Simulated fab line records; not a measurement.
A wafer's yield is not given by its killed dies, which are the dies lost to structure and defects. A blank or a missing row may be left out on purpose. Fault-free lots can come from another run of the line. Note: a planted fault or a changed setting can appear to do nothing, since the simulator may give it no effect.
Split-lot trial ; flow n5 finfet ; on a route of 1938 steps: 7 lots, 21 wafers read

ABOUT THE SPLIT
At N5_BEOL_M14_SPUTTER_44 (material Ta, target thk 15 nm, time 24.19 s), the setting power w was moved away from the recipe's 15000 W on 9 of the 21 wafers read, by -17.9% to +17.5%. This setting was run at the recipe's value on the other wafers.

The reading comes from the split's own step.

THE READING
Ta_of_BEOL_M14_SPUTTER_44.thk nm (the simulator's own value, which no gauge read), in nm, at N5_BEOL_M14_SPUTTER_44 (material Ta, target thk 15 nm, time 24.19 s). The file does not state a usual value for it. Across the 12 wafers here that went through the recipe, the average is 15.2 nm and the standard deviation 0.21 nm.

wafer;tool, chamber at the split;power w as run, W;against the recipe;Ta_of_BEOL_M14_SPUTTER_44.thk nm, nm;against lot-mates on the recipe
L078.1;pvd sputter-03, -;15000;recipe;15;-
L078.2;pvd sputter-03, -;15000;recipe;15;-
L078.3;pvd sputter-03, -;15000;recipe;15.2;-
L083.3;pvd sputter-01, -;15000;recipe;15.4;-
L083.4;pvd sputter-01, -;15000;recipe;15.2;-
L083.6;pvd sputter-01, -;15000;recipe;15.6;-
L081.1;pvd sputter-01, -;15000;recipe;15.4;-
L081.4;pvd sputter-01, -;17620;+17.5%;17.8;+2.4
L081.5;pvd sputter-01, -;17620;+17.5%;18;+2.6
L082.1;pvd sputter-01, -;17540;+16.9%;17.8;+2.8
L082.2;pvd sputter-01, -;17540;+16.9%;17.8;+2.8
L082.3;pvd sputter-01, -;15000;recipe;15;-
L090.1;pvd sputter-02, -;15000;recipe;14.8;-
L090.3;pvd sputter-02, -;12310;-17.9%;12.2;-2.6
L090.6;pvd sputter-02, -;12310;-17.9%;12;-2.8
L093.1;pvd sputter-01, -;15000;recipe;15.2;-
L093.4;pvd sputter-01, -;15000;recipe;15.2;-
L093.6;pvd sputter-01, -;15000;recipe;15.2;-
L095.2;pvd sputter-02, -;13200;-12.0%;13.2;no lot-mate on the recipe
L095.3;pvd sputter-02, -;13200;-12.0%;13.2;no lot-mate on the recipe
L095.5;pvd sputter-02, -;13200;-12.0%;13;no lot-mate on the recipe

FIT RESULTS
A straight line over all 21 wafers: Ta_of_BEOL_M14_SPUTTER_44.thk nm changes by +0.163 nm for each +1% of power w; r = +0.99; the points scatter about the line by 0.19 nm.
The same after taking each lot's own level away (the mean of its wafers on the recipe; 18 wafers): +0.153 nm for each +1%; r = +1.00; scatter 0.14 nm.
Per that fit: largest power w move, reading shift of 2.7 nm.
Across the lots, their own levels run from 14.80 to 15.40 nm, a range of 2.9 times the standard deviation given above.
Consequently the slope shifts little with the lot-to-lot level, the two slopes agreeing.
Check: for one of the wafers moved furthest among these (-17.9%), held out of the fit, the line's prediction against its lot-mates is -2.77 nm. It came out at -2.6 nm against them.

OTHER SPLITS APPLIED TO THESE WAFERS
These wafers also went through other splits before the reading. Each is held against what the fit with the lots' levels taken away leaves over:
other split on the same wafers;wafers away from the commonest value;r with Ta_of_BEOL_M14_SPUTTER_44.thk nm (lot level and that fit taken away)
N5_BEOL_M14_PEB_26 peb temp c;5;-0.14
N5_BEOL_M14_ETCH_68 time s;13;-0.37
N5_BEOL_M14_SPUTTER_43 time s;7;+0.06

FILE'S OWN FIT
Ta_of_BEOL_M14_SPUTTER_44.thk nm changes by +0.153 nm for each +1% of power w, r = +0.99.
